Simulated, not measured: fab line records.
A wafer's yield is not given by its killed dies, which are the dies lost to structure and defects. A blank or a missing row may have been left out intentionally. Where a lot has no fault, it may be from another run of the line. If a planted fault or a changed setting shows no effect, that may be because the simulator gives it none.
fab line records -- flow nand-harc -- part 2 of 2: steps 21 to 30 of 30
record lots=5, wafers=15, last-day=33
route steps=1302 shown A_CHANNEL_HOLE_D1@484 A_CHANNEL_FILL_D1@490
lots with no fault: from the same line, run without faults
start-h: hours from the record's first day to the start of the lot's first wafer shown -- wait-h: how many hours have passed since the lot's step before this one -- " the same as in the row above -- L1.1+2: a single row standing in for several wafers -- - either no value or no given start -- * or withheld: withheld -- < > ~ a bound
route shown NAME@n: names a module that has steps shown in the file, with the first one's number in the route -- usual: mean/standard deviation of fault-free wafers -- same: alike in all rows -- chamber/n: place in a boat -- sites: each site's reading -- _std_site: standard deviation of those values -- _edge_site: mean of outer sites minus mean of inner sites -- radius-mm: how far each site lies from the wafer's centre -- mask NAME#n: copy n -- behind: the most recent tool/chamber to have shaped the wafer -- hold: reason for holding the lot/hours on hold/outcome of the hold -- device: the transistor (n, p or np) that didn't switch -- end of line: the route-end tests of the same wafers -- for a step that has no rows: nothing shown but its recipe -- killed: the dies lost at the first sort to structure and to defects; this is not the yield of the wafer -- map: the dies of a wafer, with x for killed, . for not killed, _ for no die there
set.NAME: the setting the step ran with; set.NAME@STEP: the setting that earlier step ran with -- model.NAME: the simulator's own value behind a step, which no gauge read
certain route steps with their lots: each step a table, each wafer a row
services: the hour from which a tool's chamber was out of use, counted from the record's first day as start-h (under 0 if before that day), plus the number of hours and why
## steps
# step NHARC_A_CHANNEL_FILL_D1_CVD_05
# recipe target-thk-a=50, temp-c=550, material=poly-Si
# usual spike-tc-upper-C=550.1/1.2, zone-power-centre-pct=8.3/0.69, zone-power-lower-pct=7.2/0.59, zone-power-upper-pct=6.9/0.35
lot.wafer,tool,chamber,start-h,wait-h,spike-tc-upper-C,zone-power-centre-pct,zone-power-lower-pct,zone-power-upper-pct
L080.3,lpcvd-poly-03,0,283.55,2.4,548.7,8.6,6.5,6.6
L080.5,lpcvd-poly-03,0,283.55,2.4,550.9,8.5,6.5,6.7
L080.6,lpcvd-poly-03,0,283.55,2.4,548.5,8.7,6.6,6.6
L082.1,lpcvd-poly-03,0,296.89,2.4,549.7,8.4,6.6,6.5
L082.3,lpcvd-poly-03,0,296.89,2.4,548.6,8.6,6.4,6.6
L082.6,lpcvd-poly-03,0,296.89,2.4,550.4,8.5,6.5,6.6
L086.3,lpcvd-poly-04,0,334.47,2.3,551.7,8.8,7.5,7.4
L086.4,lpcvd-poly-04,0,334.47,2.3,549.4,8.6,7.6,7.3
L086.6,lpcvd-poly-04,0,334.47,2.3,551.0,8.6,7.5,7.1
L093.1,lpcvd-poly-04,0,401.63,2.4,550.8,8.5,7.5,7.4
L093.2,lpcvd-poly-04,0,401.63,2.4,550.9,8.8,7.6,7.3
L093.3,lpcvd-poly-04,0,401.63,2.4,550.8,8.7,7.6,7.2
L095.1,lpcvd-poly-03,0,425.00,2.4,549.5,8.4,6.5,6.5
L095.2,lpcvd-poly-03,0,425.00,2.4,550.2,8.6,6.6,6.5
L095.6,lpcvd-poly-03,0,425.00,2.4,548.7,8.6,6.6,6.6
# step NHARC_A_CHANNEL_FILL_D1_ANNEAL_22
# recipe temp-c=620, time-s=7200
# usual spike-tc-upper-C=620.6/1.4, zone-power-centre-pct=9.12/0.27, zone-power-lower-pct=8.5/0.86, zone-power-upper-pct=8.5/0.69
lot.wafer,tool,chamber,start-h,wait-h,spike-tc-upper-C,zone-power-centre-pct,zone-power-lower-pct,zone-power-upper-pct
L080.3,furnace-06,0,288.87,3.5,619.8,8.76,8.7,8.5
L080.5,furnace-06,0,288.87,3.5,619.8,8.78,8.8,8.5
L080.6,furnace-06,0,288.87,3.5,622.7,8.64,8.7,8.5
L082.1,furnace-07,0,304.09,5.3,620.8,9.32,9.2,9.1
L082.3,furnace-07,0,304.09,5.3,619.5,9.20,9.2,9.2
L082.6,furnace-07,0,304.09,5.3,620.8,9.34,9.3,9.3
L086.3,furnace-07,0,339.71,3.4,619.2,9.30,9.1,9.4
L086.4,furnace-07,0,339.71,3.4,620.2,9.24,9.2,9.2
L086.6,furnace-07,0,339.71,3.4,621.2,9.42,9.2,9.0
L093.1,furnace-01,0,406.83,3.3,621.4,9.28,7.1,7.5
L093.2,furnace-01,0,406.83,3.3,623.5,9.05,7.3,7.5
L093.3,furnace-01,0,406.83,3.3,621.3,9.10,7.3,7.5
L095.1,furnace-07,0,430.24,3.4,620.1,9.50,9.2,9.1
L095.2,furnace-07,0,430.24,3.4,619.3,9.40,9.2,9.2
L095.6,furnace-07,0,430.24,3.4,620.0,9.17,9.2,9.1
# step NHARC_A_CHANNEL_FILL_D1_ALD_25
# recipe target-thk-a=600, pulse-time-s=10, ald-cycles=600, temp-c=300, material=SiOx
# usual heater-power-w=450/32, precursor-pulse-height-rel=1.000/0.017
lot.wafer,tool,chamber,start-h,wait-h,heater-power-w,precursor-pulse-height-rel
L080.3,ald-hk-02,0,294.13,1.3,446,1.013
L080.6,ald-hk-02,2,295.34,2.5,481,1.008
L080.5,ald-hk-02,3,295.34,2.5,429,1.016
L082.3,ald-hk-03,2,308.16,0.1,416,0.975
L082.1,ald-hk-03,3,308.16,0.1,421,1.002
L082.6,ald-hk-03,2,310.63,2.5,430,1.015
L086.4,ald-hk-03,1,344.41,0.7,496,1.020
L086.3,ald-hk-03,2,344.41,0.7,414,0.995
L086.6,ald-hk-03,1,346.89,3.1,504,1.002
L093.3,ald-hk-03,1,410.91,0.1,465,0.984
L093.2,ald-hk-03,3,412.13,1.3,435,1.002
L093.1,ald-hk-03,0,412.13,1.3,418,1.003
L095.1,ald-hk-03,2,434.34,0.1,414,0.984
L095.2,ald-hk-03,0,435.58,1.3,425,1.015
L095.6,ald-hk-03,2,436.81,2.5,407,0.988
# step NHARC_A_CHANNEL_FILL_D1_ETCHBACK_08
# recipe target-depth-a=2200, time-s=110, c4f8-flow-sccm=20, ar-flow-sccm=withheld, rf-w=600, bias-w=300, chemistry=C4F8
# usual oes-product-au=0.95/0.036, rf-vpp-V=441/3
lot.wafer,tool,chamber,start-h,wait-h,oes-product-au,rf-hours-counter-h,rf-vpp-V
L080.3,rie-diel-01,2,-,-,0.99,5.3,444
L080.6,rie-diel-01,2,-,-,1.00,-,447
L080.5,rie-diel-01,3,-,-,1.00,-,441
L082.1,rie-diel-01,2,-,-,0.99,6.1,445
L082.3,rie-diel-01,3,-,-,0.99,5.3,443
L082.6,rie-diel-01,3,-,-,0.99,-,441
L086.4,rie-diel-05,3,-,-,0.94,5.2,442
L086.3,rie-diel-05,0,-,-,0.91,4.0,442
L086.6,rie-diel-05,2,-,-,0.91,-,444
L093.2,rie-diel-01,0,-,-,0.92,0.7,439
L093.3,rie-diel-01,2,-,-,0.93,0.5,445
L093.1,rie-diel-01,3,-,-,0.93,0.7,443
L095.1,rie-diel-01,3,-,-,0.93,3.0,441
L095.2,rie-diel-01,2,-,-,0.93,2.4,445
L095.6,rie-diel-01,3,-,-,0.93,-,443
# step NHARC_A_CHANNEL_FILL_D1_STRIP_29
# recipe time-s=20, o2-flow-sccm=500, ar-flow-sccm=0, bias-w=0, chemistry=O2
# usual drypump-motor-current-A=5.7/0.68, oes-product-au=0.994/0.011, rf-vpp-V=57.8/0.99, showerhead-plenum-p-Torr=3.52/0.16, throttle-valve-pct=17.037/0.0091
lot.wafer,tool,chamber,start-h,wait-h,drypump-motor-current-A,oes-product-au,rf-hours-counter-h,rf-vpp-V,showerhead-plenum-p-Torr,throttle-valve-pct
L080.3,rie-diel-01,0,-,-,4.8,1.001,4.3,57.7,3.39,17.026
L080.6,rie-diel-01,1,-,-,5.2,0.995,-,58.0,3.77,17.034
L080.5,rie-diel-01,2,-,-,5.9,1.008,-,57.8,3.77,17.039
L082.1,rie-diel-01,0,-,-,4.8,1.006,5.2,57.5,3.39,17.034
L082.3,rie-diel-01,2,-,-,5.9,1.012,6.2,58.6,3.77,17.033
L082.6,rie-diel-01,0,-,-,4.8,0.999,-,56.0,3.39,17.026
L086.3,rie-diel-05,3,-,-,6.1,0.996,5.2,56.5,3.65,17.036
L086.4,rie-diel-05,1,-,-,6.0,0.975,5.5,56.4,3.42,17.028
L086.6,rie-diel-05,2,-,-,6.4,0.982,-,56.4,3.66,17.036
L093.2,rie-diel-01,0,-,-,4.8,0.986,0.7,58.5,3.38,17.038
L093.3,rie-diel-01,1,-,-,5.2,0.987,0.5,58.8,3.76,17.038
L093.1,rie-diel-01,2,-,-,5.9,0.997,0.6,59.7,3.77,17.044
L095.1,rie-diel-01,0,440.08,0.2,4.8,0.993,3.8,57.2,3.38,17.052
L095.2,rie-diel-01,1,440.08,0.2,5.1,0.981,3.2,56.0,3.76,17.058
L095.6,rie-diel-01,3,440.08,0.2,4.8,1.001,-,59.0,3.59,17.046
# step NHARC_A_CHANNEL_FILL_D1_PRECLEAN_30
# recipe time-s=30, chemistry=dHF
lot.wafer,tool,chamber,start-h,wait-h
L080.5+6+3,wet-bench-01,"6,7,1",298.65,-
L082.3+6+1,wet-bench-02,"2,3,6",313.95,-
L086.3+6+4,wet-bench-01,"6,0,3",349.61,-
L093.3+1+2,wet-bench-07,"7,1,4",416.72,-
L095.2+1+6,wet-bench-07,"5,6,0",440.17,-
# step NHARC_A_CHANNEL_FILL_D1_SRD_31
lot.wafer,tool,chamber,start-h,wait-h
L080.5+6+3,wet-bench-01,"6,7,1",298.67,0.0
L082.3+6+1,wet-bench-02,"2,3,6",313.98,0.0
L086.3+6+4,wet-bench-01,"6,0,3",349.64,0.0
L093.3+1+2,wet-bench-07,"7,1,4",416.75,0.0
L095.2+1+6,wet-bench-07,"5,6,0",440.20,0.0
# step NHARC_A_CHANNEL_FILL_D1_CVD_09
# recipe target-thk-a=1500, temp-c=620, pressure-mtorr=200, time-s=3000, material=poly-Si
# usual spike-tc-upper-C=620.2/1.2, zone-power-centre-pct=9.5/1.1, zone-power-lower-pct=9.2/0.74, zone-power-upper-pct=8.6/0.37
lot.wafer,tool,chamber,start-h,wait-h,spike-tc-upper-C,zone-power-centre-pct,zone-power-lower-pct,zone-power-upper-pct
L080.3,lpcvd-poly-03,0,301.12,2.4,619.4,10.2,8.0,7.9
L080.5,lpcvd-poly-03,0,301.12,2.4,620.9,10.4,8.1,8.0
L080.6,lpcvd-poly-03,0,301.12,2.4,621.2,10.3,8.0,8.0
L082.1,lpcvd-poly-03,0,316.43,2.4,617.7,10.2,7.8,8.1
L082.3,lpcvd-poly-03,0,316.43,2.4,619.6,10.3,8.0,7.9
L082.6,lpcvd-poly-03,0,316.43,2.4,618.2,10.4,7.9,7.9
L086.3,lpcvd-poly-04,0,351.98,2.3,622.3,10.7,9.3,8.9
L086.4,lpcvd-poly-04,0,351.98,2.3,621.7,10.5,9.1,8.8
L086.6,lpcvd-poly-04,0,351.98,2.3,621.3,10.7,9.3,8.8
L093.1,lpcvd-poly-01,0,419.02,2.3,621.2,8.2,9.9,8.9
L093.2,lpcvd-poly-01,0,419.02,2.3,621.6,8.3,9.9,8.8
L093.3,lpcvd-poly-01,0,419.02,2.3,619.8,8.1,9.9,8.7
L095.1,lpcvd-poly-04,0,442.54,2.3,620.2,10.4,9.2,9.1
L095.2,lpcvd-poly-04,0,442.54,2.3,619.6,10.6,9.2,9.0
L095.6,lpcvd-poly-04,0,442.54,2.3,619.9,10.3,9.1,9.0
# step NHARC_A_CHANNEL_FILL_D1_CMP_10
# recipe target-thk-nm=150
# usual motor-current-A=11.9/0.98, retaining-ring-pressure-frac=1.000/0.0052, time-to-endpoint-s=15.3/2.7
lot.wafer,tool,chamber,start-h,wait-h,motor-current-A,retaining-ring-pressure-frac,time-to-endpoint-s
L080.3,cmp-04,2,304.37,0.4,12.4,0.997,8.7
L080.6,cmp-04,0,304.37,0.4,12.5,1.000,11.5
L080.5,cmp-04,1,304.37,0.4,12.9,1.002,11.7
L082.1,cmp-03,2,319.58,0.4,12.0,0.995,12.9
L082.3,cmp-03,0,319.58,0.4,12.0,0.989,15.8
L082.6,cmp-03,1,319.58,0.4,11.0,1.000,16.4
L086.4,cmp-01,2,355.21,0.4,10.7,1.002,14.5
L086.3,cmp-01,0,355.21,0.4,12.6,1.000,14.9
L086.6,cmp-01,1,355.21,0.4,13.4,1.003,15.0
L093.3,cmp-04,0,422.19,0.4,12.7,1.003,12.4
L093.2,cmp-04,1,422.19,0.4,13.2,1.005,14.6
L093.1,cmp-04,2,422.19,0.4,12.2,1.005,12.9
L095.1,cmp-03,1,445.76,0.4,10.9,1.004,15.1
L095.2,cmp-03,2,445.76,0.4,12.8,0.993,11.3
L095.6,cmp-03,3,445.76,0.4,10.3,0.999,17.6
# step NHARC_A_CHANNEL_FILL_D1_SRD_12
lot.wafer,tool,chamber,start-h,wait-h
L080.5+6+3,wet-bench-01,"0,2,3",304.62,0.0
L082.3+1+6,wet-bench-07,"7,2,4",319.85,0.0
L086.4+6+3,wet-bench-01,"3,4,7",355.49,0.0
L093.2+1+3,wet-bench-01,"0,3,4",422.49,0.0
L095.1+2+6,wet-bench-02,"3,4,0",446.00,0.0
## services
tool,chamber,start-h,hours,kind
rie-diel-05,-,229.60,9.0,pm
wet-bench-02,-,244.00,8.0,pm
rie-diel-08,0,276.23,10.9,repair
wet-bench-01,-,277.61,8.0,pm
ald-hk-02,-,279.26,3.3,repair
rie-diel-05,0,287.59,28.2,repair
rie-diel-05,3,308.68,3.8,repair
lpcvd-poly-03,-,312.50,1.3,repair
rie-diel-05,1,315.49,12.2,repair
ald-hk-02,-,328.99,1.2,repair
wet-bench-07,-,336.00,8.0,pm
rie-diel-05,1,340.21,2.9,repair
rie-diel-01,2,343.57,7.3,repair
rie-diel-08,2,346.67,1.5,repair
ald-hk-02,-,351.00,10.0,pm
rie-diel-08,-,367.80,9.0,pm
wet-bench-06,-,369.60,8.0,pm
rie-diel-01,1,374.82,8.1,repair
rie-diel-01,-,380.80,9.0,pm
lpcvd-poly-03,-,387.24,26.0,pm
ald-hk-03,-,390.00,10.0,pm
rie-diel-05,-,406.60,9.0,pm
wet-bench-02,-,420.00,8.0,pm
rie-diel-01,0,437.22,2.7,repair
